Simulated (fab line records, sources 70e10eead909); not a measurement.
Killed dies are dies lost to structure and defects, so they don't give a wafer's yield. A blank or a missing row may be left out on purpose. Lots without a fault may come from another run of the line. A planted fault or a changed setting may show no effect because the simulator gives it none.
A struck lot beside a sound one | flow nand_harc | 20 steps out of a route of 1302
Sound: wafers L920.2, L920.3, L920.6. Struck: wafer L939.3. (L939.1, L939.5 of the same lot were not struck and are left out.) The cause comes at the end.
At each step with rows: each side's tool, then ch and its chambers, then its first start. Under that, the readings that differ: sound wafers | struck wafers | difference of the means | sigmas: that difference in standard deviations of wafers without a fault.
alike: readings whose means differ by less than 2 such deviations, and words and numbers that are the same on both sides. not compared: withheld readings, readings that some wafer has no value for, bounds like >300 that may hide the same value, and numbers for which the record gives no deviation and whose values overlap.
The two part at a step that has a row with sigmas, a row that says differs or no value, or rows on one side only. Numbers that don't overlap but have no deviation are shown without sigmas and don't part them. A reading that every wafer of one side lacks parts them only if that side has two wafers or more.

NHARC_P_CONTACT_CMP_24: polishes, t overpolish 30 s, target thk 200 nm.
  sound on cmp-04 ch 1,2,3, day 6 11:03; struck on cmp-04 ch 1, day 14 11:53
  alike: motor_current_A, overpolish_run_s, time_to_endpoint_s
then, 1 step without rows for these wafers: NHARC_P_CONTACT_SRD_26.
NHARC_P_CONTACT_INSPECT_27:
  sound on defect_inspect-01, day 6 11:28; struck on defect_inspect-02, day 14 12:14
  alike: raw_defect_count
then, 8 steps without rows for these wafers: NHARC_P_M0_DEP_00 (deposits SiOC, target thk 150 nm); NHARC_P_M0_DEHYDRATE_01 (time 120 s); NHARC_P_M0_HMDS_02 (time 30 s); NHARC_P_M0_COAT_33 (time 65 s); NHARC_P_M0_COAT_03 (resist thk 90 nm); NHARC_P_M0_SOFTBAKE_04 (time 55 s); NHARC_P_M0_EBR_05; NHARC_P_M0_EXPOSE_06 (exposes mask P M0, target cd 90 nm).
NHARC_P_M0_PEB_07: peb time 65 s.
  sound on litho_track-06 ch 0, day 6 12:09; struck on litho_track-06 ch 0, day 14 13:11
then, 1 step without rows for these wafers: NHARC_P_M0_DEVELOP_08 (develop time 35 s).
NHARC_P_M0_CD_MEAS_09: target cd 90 nm.
  sound on cd_sem-03 ch 0, day 6 12:14; struck on cd_sem-03 ch 0, day 14 13:16
  reading    | sound          | struck | difference | sigmas
  cd_nm (nm) | 91.0 90.6 90.1 | 92.7   | +2.1       | +4
NHARC_P_M0_OVL_MEAS_10: pitch 180 nm.
  sound on overlay-01, day 6 12:19; struck on overlay-01, day 14 13:22
  reading           | sound         | struck | difference | sigmas
  overlay_x_nm (nm) | -0.6 -0.9 0.0 | 1.4    | +1.9       | +2
  alike: overlay_y_nm
NHARC_P_M0_INSPECT_11:
  sound on defect_inspect-02, day 6 12:22; struck on defect_inspect-02, day 14 13:25
  alike: raw_defect_count
NHARC_P_M0_DESCUM_14: chemistry O2, time 3 s.
  sound on rie_diel-01 ch 1,2,3, day 6 12:26; struck on rie_diel-11 ch 0, day 14 13:29
  reading               | sound            | struck | difference | sigmas
  rf_vpp_V (V)          | 56.2 57.6 57.2   | 58.8   | +1.8       | +2
  model.P_M0.cd_nm (nm) | 90.7 90.41 90.62 | 92.45  | +1.87      |
  alike: chamber_pressure_mTorr, drypump_motor_current_A, oes_product_au, showerhead_plenum_p_Torr, throttle_valve_pct
  not compared: rf_hours_counter_h
NHARC_P_M0_ETCH_34: etches the open film in N2/H2, target depth 40 nm, overetch 12 nm, time 43.94 s.
  sound on rie_diel-01 ch 0,1,3, day 6 12:30; struck on rie_diel-11 ch 3, day 14 13:34
  reading                | sound                | struck | difference | sigmas
  throttle_valve_pct (%) | 14.184 14.167 14.168 | 14.194 | +0.021     | +2
  alike: chamber_pressure_mTorr, drypump_motor_current_A, oes_product_au, rf_vpp_V, showerhead_plenum_p_Torr
  not compared: rf_hours_counter_h
NHARC_P_M0_ETCH_15: etches the open film in C4F8/Ar, target depth 150 nm, overetch 15 nm, time 82.5 s.
  sound on rie_diel-01 ch 1,3; struck on rie_diel-11 ch 3
  reading               | sound             | struck | difference | sigmas
  oes_product_au (a.u.) | 0.934 0.908 0.928 | 0.974  | +0.051     | +2
  model.P_M0.cd_nm (nm) | 90.83 90.66 90.51 | 93.04  | +2.37      |
  alike: chamber_pressure_mTorr, rf_vpp_V
  not compared: rf_hours_counter_h
NHARC_P_M0_CD_MEAS_16:
  sound on cd_sem-01, day 6 12:43; struck on cd_sem-02, day 14 13:46
  reading    | sound          | struck | difference | sigmas
  cd_nm (nm) | 90.7 90.6 90.7 | 93.0   | +2.3       | +3

WHERE THEY PART
First at NHARC_P_M0_CD_MEAS_09; last, within this record, at NHARC_P_M0_CD_MEAS_16.

WHY: what the simulator had put in
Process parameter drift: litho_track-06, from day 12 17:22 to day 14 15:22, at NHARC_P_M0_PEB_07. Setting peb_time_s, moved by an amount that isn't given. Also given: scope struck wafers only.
